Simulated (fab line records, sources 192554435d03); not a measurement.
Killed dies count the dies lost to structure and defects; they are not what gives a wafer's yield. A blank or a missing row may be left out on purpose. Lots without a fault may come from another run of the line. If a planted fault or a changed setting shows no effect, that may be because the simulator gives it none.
Matching of chambers -- flow n5Finfet -- 4 sister chambers for N5_BEOL_M12_DESCUM_15 on rieDiel-04
The step chemistry O2, time 7.9 s. 4 wafers are shown with their chamber, then 7 later ones without.

WAFERS PAIRED WITH THEIR CHAMBERS
wafer,chamber,showerheadPlenumPTorr (Torr)
L085.4,3,1.96
L087.2,2,2.04
L084.1,1,2.14
L084.5,0,1.96

WAFERS MISSING THEIR CHAMBER
wafer,showerheadPlenumPTorr (Torr)
L084.6,2.14
L090.2,2.04
L090.3,2.14
L090.4,1.96
L096.1,2.13
L096.2,2.03
L096.4,2.13

THE CHAMBER EACH PASSED THROUGH
wafer,from the rows above,in truth
L084.6,1,1
L090.2,2,2
L090.3,1,1
L090.4,can't be placed: 0 or 3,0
L096.1,1,1
L096.2,2,2
L096.4,1,1
Correct placement for 6 of the 7. Not placeable from these rows: 1 (in 1, the candidates include the true chamber). Placed wrongly: 0.
How it was worked out, from the rows above alone: a wafer's distance from a chamber is the root of the sum, over the readings, of the square of ((its reading less the chamber's mean) divided by the reading's scatter). If the next closest chamber is less than 2 further off than the closest, the wafer can't be placed; otherwise it belongs to the closest. The mean given for a chamber averages the wafers shown for that chamber. The scatter: with one shown wafer a chamber, the root of the mean of the squares of how far each hidden wafer lies from its nearest shown one.
